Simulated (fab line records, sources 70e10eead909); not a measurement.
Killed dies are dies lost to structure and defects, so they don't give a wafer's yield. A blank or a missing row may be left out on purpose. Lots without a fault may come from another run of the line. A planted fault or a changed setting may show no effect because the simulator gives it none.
Which tool did it? | flow nand_harc | 6 lots, 18 wafers sampled, at 3 steps of a route of 1302

WHAT THE GAUGES READ, wafer by wafer
NHARC_A_M1_THK_MEAS_24: measures by xrf.
lot  | measured     | on            | thk_nm (nm)
L667 | day 23 22:14 | film_metro-01 | 155.3 155.9 154.9
L675 | day 27 10:07 | film_metro-02 | 156.1 154.3 154.4
L676 | day 27 21:40 | film_metro-02 | 153.5 154.2 155.0
L681 | day 30 05:28 | film_metro-02 | 154.7 156.3 155.2
L686 | day 31 13:38 | film_metro-02 | 155.8 157.7 157.0
L687 | day 33 03:39 | film_metro-01 | 153.8 155.1 153.0

WHICH TOOL RAN EACH LOT (tool, then ch and the chambers of the sampled wafers, then the start)
lot  | NHARC_A_M1_STRIP_18                | NHARC_A_M1_ANNEAL_31
L667 | rie_diel-02 ch 0,1,3, day 23 20:11 | rtp_anneal-01 ch 0, day 23 21:34
L675 | rie_diel-03 ch 0,2,3, day 27 08:05 | rtp_anneal-02 ch 0, day 27 09:26
L676 | rie_diel-05 ch 0,1,2, day 27 19:29 | rtp_anneal-01 ch 0, day 27 20:59
L681 | rie_diel-02 ch 0,2, day 30 03:26   | rtp_anneal-01 ch 0, day 30 04:49
L686 | rie_diel-02 ch 0,1,2, day 31 11:38 | rtp_anneal-02 ch 0, day 31 12:59
L687 | rie_diel-02 ch 0,1, day 33 01:35   | rtp_anneal-01 ch 0, day 33 03:02
- NHARC_A_M1_STRIP_18: strips in N2/H2.
- NHARC_A_M1_ANNEAL_31: time 90 s.

THE ANSWER, worked out from the rows above alone
Rule: what is usual is taken from the lots themselves. Put in order of their means at a reading, lots are off if they are a third of the lots or fewer, leave a main group of 4 or more, and stand apart from it by a gap of 3 or more times the standard deviation of the main group's means; of several such gaps the widest counts. A main group whose means are all the same, to the digits that the tables above print for the reading, isn't used. A lot without any number at a reading at which 4 lots or more have one is off too. The other lots that the step has rows for count as sound.
No lot is off at any reading shown: from this, nothing can be told.

WHAT THE SIMULATOR HAD PUT IN
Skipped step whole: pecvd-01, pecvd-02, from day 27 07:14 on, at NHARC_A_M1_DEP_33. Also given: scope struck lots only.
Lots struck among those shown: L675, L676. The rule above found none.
